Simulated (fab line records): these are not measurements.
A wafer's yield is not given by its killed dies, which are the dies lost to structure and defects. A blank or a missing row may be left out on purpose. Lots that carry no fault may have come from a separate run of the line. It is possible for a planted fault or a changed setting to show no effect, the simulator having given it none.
Struck lot and sound lot, side by side -- flow nand-harc -- 40 steps out of a route of 1302
Sound: these wafers, L797.1, L797.4, L797.6. Struck: wafer L803.1. (L803.4, L803.6 of the same lot were not struck and are left out.) The cause comes at the end.
Each step with rows lists, per side, the tool, then ch with its chambers, then its first start. Under that, the readings that differ: sound wafers -- struck wafers -- difference of the means -- sigmas: that difference in standard deviations of wafers without a fault.
alike: same words and numbers on both sides, and readings whose means sit less than 2 such deviations apart. not compared: any withheld reading, any reading some wafer has no value for, any bound like >300 that may hide the same value, and any number with overlapping values for which the record gives no deviation.
The two part at a step that has a row with sigmas, a row that says differs or no value, or rows on one side only. Numbers that have no deviation but don't overlap get no sigmas and don't part them. A reading missing from all wafers of one side parts the sides only when that side holds two or more wafers.

NHARC_P_M2_OVL_MEAS_10: pitch 340 nm.
  sound on overlay-02, day 10 02:39; struck on overlay-02, day 12 12:52
reading,sound,struck,difference,sigmas
overlay-x-nm (nm),-0.5 -0.4 -0.8,1.6,+2.2,+2
overlay-y-nm (nm),0.5 1.1 0.7,-0.7,-1.5,-2
NHARC_P_M2_INSPECT_11:
  sound on defect-inspect-02, day 10 02:41; struck on defect-inspect-01, day 12 12:54
  alike: raw-defect-count
then, 2 steps without rows for these wafers: NHARC_P_M2_DESCUM_14 (chemistry O2, time 3 s); NHARC_P_M2_ETCH_35 (etches the open film in N2/H2, target depth 40 nm, overetch 12 nm, time 43.94 s).
NHARC_P_M2_ETCH_15: etches the open film in C4F8/Ar, target depth 182.5 nm, time 91.2 s.
  sound on rie-diel-07 ch 2,3; struck on rie-diel-07 ch 3
  alike: oes-product-au, rf-vpp-V
  not compared: rf-hours-counter-h
NHARC_P_M2_CD_MEAS_16:
  sound on cd-sem-03, day 10 03:03; struck on cd-sem-01, day 12 13:16
  alike: cd-nm
then, 4 steps without rows for these wafers: NHARC_P_M2_STRIP_18 (strips in N2/H2); NHARC_P_M2_ETCH_28 (etches the open film in CF4/N2, target depth 30 nm, time 72.99 s); NHARC_P_M2_STRIP_19 (strips in post etch residue remover, time 600 s); NHARC_P_M2_DEGAS_29 (time 60 s).
NHARC_P_M2_PRE_CLEAN_30: time 30 s.
  sound on pvd-sputter-01; struck on pvd-sputter-03
  alike: heater-power-w
NHARC_P_M2_PVD_20: deposits TaN, target thk 5 nm, time 8.06 s.
  sound on pvd-sputter-01; struck on pvd-sputter-03
  alike: bias-v, throttle-valve-pct
NHARC_P_M2_PVD_21: deposits Cu, target thk 30 nm, time 20.49 s.
  sound on pvd-sputter-01, day 10 04:02; struck on pvd-sputter-03, day 12 14:13
  alike: throttle-valve-pct
then, 8 steps without rows for these wafers: NHARC_P_M2_ECD_22 (material Cu, target thk 400 nm); NHARC_P_M2_ANNEAL_31 (time 90 s); NHARC_P_M2_CMP_23 (polishes, t overpolish 20 s, target thk 144.3 nm); NHARC_P_M2_SRD_25; NHARC_P_M2_PRE_CLEAN_32 (time 12 s); NHARC_P_M2_DEP_33 (deposits SiCN, target thk 30 nm); NHARC_P_BONDPAD_DEP_00 (deposits SiCN, target thk 250 nm); NHARC_P_BONDPAD_CMP_32 (polishes SiCN, target thk 200 nm).
NHARC_P_BONDPAD_THK_MEAS_33: measures by ellipsometry.
  sound on film-metro-02, day 10 06:38; struck on film-metro-02, day 12 16:46
  alike: thk-nm
then, 10 steps without rows for these wafers: NHARC_P_BONDPAD_SRD_34; NHARC_P_BONDPAD_DEHYDRATE_01 (time 120 s); NHARC_P_BONDPAD_HMDS_02 (time 30 s); NHARC_P_BONDPAD_COAT_36 (time 65 s); NHARC_P_BONDPAD_COAT_03 (resist thk 600 nm); NHARC_P_BONDPAD_SOFTBAKE_04 (time 70 s); NHARC_P_BONDPAD_EBR_05; NHARC_P_BONDPAD_EXPOSE_06 (exposes mask P BPAD); NHARC_P_BONDPAD_PEB_07 (peb time 80 s); NHARC_P_BONDPAD_DEVELOP_08 (time 50 s).
NHARC_P_BONDPAD_CD_MEAS_09 targets a cd of 500 nm.
  sound on cd-sem-01 ch 0, day 10 07:06; struck on cd-sem-01 ch 0, day 12 17:12
  alike: cd-nm
NHARC_P_BONDPAD_OVL_MEAS_38:
  sound on overlay-02, day 10 07:11; struck on overlay-02, day 12 17:17
reading,sound,struck,difference,sigmas
overlay-y-nm (nm),5 5 5,-4,-9,-2
  alike: overlay-x-nm
then, 1 step without rows for these wafers: NHARC_P_BONDPAD_HARDBAKE_10 (time 65 s).
NHARC_P_BONDPAD_DESCUM_11: chemistry O2, time 3 s.
  sound on rie-diel-06 ch 0,2,3, day 10 07:19; struck on rie-diel-01 ch 2, day 12 17:25
  alike: drypump-motor-current-A, mfc-ar-sccm, o2-flow-sccm, oes-product-au, rf-vpp-V, showerhead-plenum-p-Torr, throttle-valve-pct
  not compared: rf-hours-counter-h
NHARC_P_BONDPAD_ETCH_37: etches the open film in N2/H2, target depth 60 nm, overetch 18 nm, time 65.91 s.
  sound on rie-diel-06 ch 0,3, day 10 07:24; struck on rie-diel-01 ch 2, day 12 17:30
  alike: drypump-motor-current-A, mfc-ar-sccm, oes-product-au, rf-vpp-V, showerhead-plenum-p-Torr, throttle-valve-pct
  not compared: rf-hours-counter-h
then, 1 step without rows for these wafers: NHARC_P_BONDPAD_ETCH_12 (etches the open film in CHF3/O2, target depth 200 nm, time 100 s).
NHARC_P_BONDPAD_CD_MEAS_13:
  sound on cd-sem-03, day 10 07:37; struck on cd-sem-01, day 12 17:44
  alike: cd-nm
-- jump in the record: it breaks off in module P_BONDPAD and resumes in module END (first step shown: number 1302 of the route), and 20 days separate the struck wafers' starts before and after --
NHARC_END_SORT_01:
  sound on prober-01 ch 0, day 31 16:44; struck on prober-01 ch 0, day 32 16:13
reading,sound,struck,difference,sigmas
defect-limited-yield (%),90.3 90.0 90.1,78.7,-11.4,-4
killed-at-periphery,3 4 6,81,+77,+27
killed-dies,66 68 67,144,+77,+4
  alike: killed-at-array, killed-at-other, killed-open, killed-short

== WHERE THEY PART ==
Earliest at NHARC_P_M2_OVL_MEAS_10; latest, in this record, at NHARC_END_SORT_01.

WHY: the cause the simulator had injected
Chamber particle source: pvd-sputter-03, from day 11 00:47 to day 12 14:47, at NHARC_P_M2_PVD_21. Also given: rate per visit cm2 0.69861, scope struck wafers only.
